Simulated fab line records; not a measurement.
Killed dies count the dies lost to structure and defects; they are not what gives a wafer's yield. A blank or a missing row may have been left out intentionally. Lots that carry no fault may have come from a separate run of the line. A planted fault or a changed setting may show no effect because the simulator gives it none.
The same fault as seen by 2 desks || flow n5-finfet || each desk has only its own numbers; what lay behind them comes last

AT THE TOOL OWNER'S DESK: rie-diel-03
The tool's own readings at N5_BEOL_M7_ETCH_61 (etches SiARC in CF4, target depth 45.5 nm, time 75.8 s): means of the sampled wafers that have a number, for each lot that ran on this tool. Marked OUT: a lot whose mean sits more than 4 standard deviations from the usual mean, which makes it out of limits; the brackets give that distance.
Columns: A = drypump-motor-current-A at N5_BEOL_M7_ETCH_61, usual 5.6 A; B = etch-rf-on-time-s at N5_BEOL_M7_ETCH_61, usual 75.0 s; C = oes-product-au at N5_BEOL_M7_ETCH_61, usual 0.71 a.u.; D = rf-fwd-power-W at N5_BEOL_M7_ETCH_61, usual 538.8 W; E = rf-vpp-V at N5_BEOL_M7_ETCH_61, usual 184.1 V; F = showerhead-plenum-p-Torr at N5_BEOL_M7_ETCH_61, usual 2.14 Torr; G = throttle-valve-pct at N5_BEOL_M7_ETCH_61, usual 15.49 %
{"lot": "L695", "first seen here": "day 9 07:49", "A": 5.6, "B": 74.1, "C": 0.74, "D": 537.6, "E": 184.5, "F": 2.19, "G": 15.58}
{"lot": "L696", "first seen here": "day 9 23:22", "A": 6.0, "B": 75.8, "C": 0.68, "D": 537.6, "E": 185.5, "F": 2.22, "G": 15.60}
{"lot": "L702", "first seen here": "day 11 05:32", "A": 5.1, "B": "65.8 (-4.6) OUT", "C": 0.80, "D": "623.9 (+35) OUT", "E": "176.1 (-6.1) OUT", "F": 2.20, "G": 15.69}
{"lot": "L715", "first seen here": "day 15 08:41", "A": 5.7, "B": 74.7, "C": 0.69, "D": 538.8, "E": 183.6, "F": 2.17, "G": 15.62}
This desk's verdict: out of limits on L702, starting with L702 at day 11 05:32 (etch-rf-on-time-s at N5_BEOL_M7_ETCH_61). L695, L696, L715 stayed within limits.

FROM THE METROLOGY DESK
What the gauges read, lot by lot, whatever tool the lot ran on: means of the sampled wafers that have a number. Marked OUT: a lot whose mean sits more than 4 standard deviations from the usual mean, which makes it out of limits; the brackets give that distance.
Columns: A = cd-nm at N5_BEOL_M7_CD_MEAS_11, usual 38.6 nm
{"lot": "L694", "first seen here": "day 9 07:19", "A": 38.7}
{"lot": "L695", "first seen here": "day 9 07:41", "A": 38.9}
{"lot": "L696", "first seen here": "day 9 23:14", "A": 38.9}
{"lot": "L702", "first seen here": "day 11 05:20", "A": 39.1}
{"lot": "L712", "first seen here": "day 13 12:54", "A": 38.0}
{"lot": "L711", "first seen here": "day 13 17:25", "A": 38.5}
{"lot": "L709", "first seen here": "day 13 23:49", "A": 38.3}
{"lot": "L713", "first seen here": "day 14 09:01", "A": 38.5}
{"lot": "L714", "first seen here": "day 14 20:40", "A": 38.7}
{"lot": "L715", "first seen here": "day 15 08:34", "A": 38.3}
This desk found nothing out of limits on any of the 10 lots.

PUT TOGETHER
On L702, at day 11 05:32, an alarm was possible from the tool owner's desk.
The metrology desk saw nothing out of limits.
The metrology desk has L702 on record, within its limits.
N5_BEOL_M7_ETCH_61 was run on rie-diel-03 by each of the lots named.

WHAT HAD BEEN PUT IN BY THE SIMULATOR
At N5_BEOL_M7_ETCH_61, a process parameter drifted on rie-diel-03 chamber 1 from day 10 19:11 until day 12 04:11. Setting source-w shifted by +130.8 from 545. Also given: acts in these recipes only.
Shown lots that were struck: L702.
Each desk's first reading out of limits, in hours after the fault started: the tool owner's desk, 10.
